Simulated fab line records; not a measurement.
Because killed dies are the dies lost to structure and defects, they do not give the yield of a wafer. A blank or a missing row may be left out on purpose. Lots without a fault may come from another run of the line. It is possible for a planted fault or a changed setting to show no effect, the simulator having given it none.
Matching of chambers	flow nand harc	4 sister chambers for NHARC_A_CHANNEL_FILL_D1_ALD_02 on ald hk-02
The step deposits SiO2, target thk 6 nm, pulse time 10 s, ald cycles 60. 8 wafers are shown with their chamber, then 8 later ones without.

== WAFERS PAIRED WITH THEIR CHAMBERS ==
wafer	chamber	heater power w (W)	susceptor temp C (C)
L077.6	0	422	300.00
L081.2	1	508	300.36
L081.3	2	509	300.19
L081.4	3	485	299.87
L080.1	3	486	299.91
L080.3	2	498	299.73
L080.4	0	420	300.29
L086.3	1	512	300.10

== WAFERS WITHOUT THEIR CHAMBER ==
wafer	heater power w (W)	susceptor temp C (C)
L086.4	443	299.90
L086.6	505	299.75
L087.4	507	300.04
L087.5	498	300.11
L087.6	529	299.96
L096.4	434	300.20
L096.5	488	300.27
L096.6	523	299.79

== THE CHAMBER EACH PASSED THROUGH ==
wafer	from the rows above	in truth
L086.4	0	0
L086.6	can't be placed: 2 or 1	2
L087.4	can't be placed: 2 or 1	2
L087.5	can't be placed: 2 or 1 or 3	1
L087.6	can't be placed: 1 or 2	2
L096.4	0	0
L096.5	3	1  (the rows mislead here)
L096.6	can't be placed: 1 or 2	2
2 of 8 placed correctly. Unplaceable from these rows: 5, with the true chamber sitting among the candidates in 5. Wrongly placed: 1.
How it was worked out, from the rows above alone: a wafer's distance from a chamber is the root of the sum, over the readings, of the square of ((its reading less the chamber's mean) divided by the reading's scatter). The wafer belongs to the nearest chamber; if the next one is less than 2 further off, it can't be placed. For every chamber, the mean is computed from those of its wafers that are shown. The scatter is the square root of a quotient: the sum, over the shown wafers, of each reading's squared deviation from its chamber's mean, divided by wafers minus chambers.
